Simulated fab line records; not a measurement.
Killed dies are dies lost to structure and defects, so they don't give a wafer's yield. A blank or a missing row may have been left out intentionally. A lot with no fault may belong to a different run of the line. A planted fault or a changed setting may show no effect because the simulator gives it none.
Check of tool commonality ; flow nand-harc ; Sample size 11 lots and 42 wafers

REASON IT WAS OPENED
Of 11 lots, 3 have the reading VT_DECK1_TOP flagged at NHARC_END_WLT_00. Wafers without a fault read 0.892, standard deviation 0.0067.
Rule: a lot gets a flag if all its wafers with a number sit over 4 standard deviations from that mean, or if no wafer of it has a number. The other lots count as sound.

lot;measured;on;VT_DECK1_TOP, wafer by wafer;flag
L725;day 25 06:11;prober-02;0.884 0.888 0.895;
L726;day 25 15:47;prober-01;0.880 0.886 0.893;
L728;day 26 03:04;prober-01;0.898 0.902 0.895;
L730;day 27 12:01;prober-01;0.896 0.898 0.891;
L735;day 29 08:58;prober-02;6.009 5.983 5.977 6.011 6.016 5.979;FLAGGED
L736;day 30 06:02;prober-01;6.013 5.990 5.996 5.994 5.971 6.001;FLAGGED
L737;day 30 06:02;prober-02;6.033 6.059 6.005 6.016 5.970 6.048;FLAGGED
L741;day 31 23:26;prober-01;0.900 0.899 0.892;
L743;day 31 23:27;prober-02;0.909 0.909 0.902;
L745;day 33 06:44;prober-01;0.888 0.886 0.886;
L746;day 34 08:04;prober-02;0.884 0.884 0.887;
Averaged over the flagged lots the numbers come to 6.004, +5.112 from the usual (+99 or more standard deviations).

TOOL THAT RAN EACH LOT
2 process steps preceding the reading are held in the record, out of 1302 steps in the route. Read each cell as the tool, then ch plus the chambers that the sampled wafers visited, then the start.
lot;flag;NHARC_A_CHANNEL_FILL_D2_ALD_02;NHARC_A_CHANNEL_FILL_D2_ALD_14
L725;;ald-hk-02 ch 0,1,3, day 14 09:27;ald-hk-02 ch 1,2,3, day 14 16:31
L726;;ald-hk-02 ch 1,2,3, day 15 04:31;ald-hk-01 ch 0,3, day 15 11:32
L728;;ald-hk-01 ch 1,2,3, day 15 20:28;ald-hk-02 ch 0,1,2, day 16 03:28
L730;;ald-hk-04 ch 0,1,2, day 16 08:55;ald-hk-02 ch 0,2,3, day 16 15:56
L735;FLAGGED;ald-hk-02 ch 0,1,2, day 18 19:28;ald-hk-01 ch 0,1,3, day 19 02:25
L736;FLAGGED;ald-hk-02 ch 1,3, day 19 17:31;ald-hk-02 ch 0,1,3, day 20 00:29
L737;FLAGGED;ald-hk-02 ch 0,1,3, day 19 21:38;ald-hk-01 ch 0,1,2, day 20 04:43
L741;;ald-hk-01 ch 1,2,3, day 21 07:14;ald-hk-04 ch 0,2,3, day 21 15:02
L743;;ald-hk-02 ch 0,1,2, day 21 15:27;ald-hk-04 ch 0,1,2, day 21 23:43
L745;;ald-hk-01 ch 0,3, day 22 13:10;ald-hk-01 ch 1,2,3, day 22 20:29
L746;;ald-hk-01 ch 2,3, day 23 13:19;ald-hk-04 ch 0,1, day 23 22:05
What these steps do:
- NHARC_A_CHANNEL_FILL_D2_ALD_02: deposits SiO2, target thk 6 nm, pulse time 10 s, ald cycles 60.
- NHARC_A_CHANNEL_FILL_D2_ALD_14: deposits SiO2, target thk 2.5 nm, pulse time 10 s, ald cycles 25.
- NHARC_END_WLT_00

FLAGGED OVER TOTAL, TOOL BY TOOL (the gauges that took the reading come last)
step;tool;lots run;flagged;share of the flagged lots;sound lots run after its first flagged lot
NHARC_A_CHANNEL_FILL_D2_ALD_02;ald-hk-01;4;0;none;-
NHARC_A_CHANNEL_FILL_D2_ALD_02;ald-hk-02;6;3;all;1 (L743)
NHARC_A_CHANNEL_FILL_D2_ALD_02;ald-hk-04;1;0;none;-
NHARC_A_CHANNEL_FILL_D2_ALD_14;ald-hk-01;4;2;some;1 (L745)
NHARC_A_CHANNEL_FILL_D2_ALD_14;ald-hk-02;4;1;some;0
NHARC_A_CHANNEL_FILL_D2_ALD_14;ald-hk-04;3;0;none;-
NHARC_END_WLT_00;prober-01;6;1;some;2 (L741,L745)
NHARC_END_WLT_00;prober-02;5;2;some;2 (L743,L746)

WHAT IS ALLOWED BY THE TABLE
1 row of the table ran every flagged lot: ald-hk-02 at NHARC_A_CHANNEL_FILL_D2_ALD_02.
- ald-hk-02 at NHARC_A_CHANNEL_FILL_D2_ALD_02: 3 of its 6 lots flagged. Sound lots ran on it after the first flagged one (L743), which a lasting fault on the whole tool wouldn't allow. On the flagged lots its readings are blank where sound lots have values: heater-power-outer-w, heater-power-w, precursor-pulse-height-rel.
There is no row in the table that ran each flagged lot and no sound lot after the first.

WHAT WAS PUT IN BY THE SIMULATOR
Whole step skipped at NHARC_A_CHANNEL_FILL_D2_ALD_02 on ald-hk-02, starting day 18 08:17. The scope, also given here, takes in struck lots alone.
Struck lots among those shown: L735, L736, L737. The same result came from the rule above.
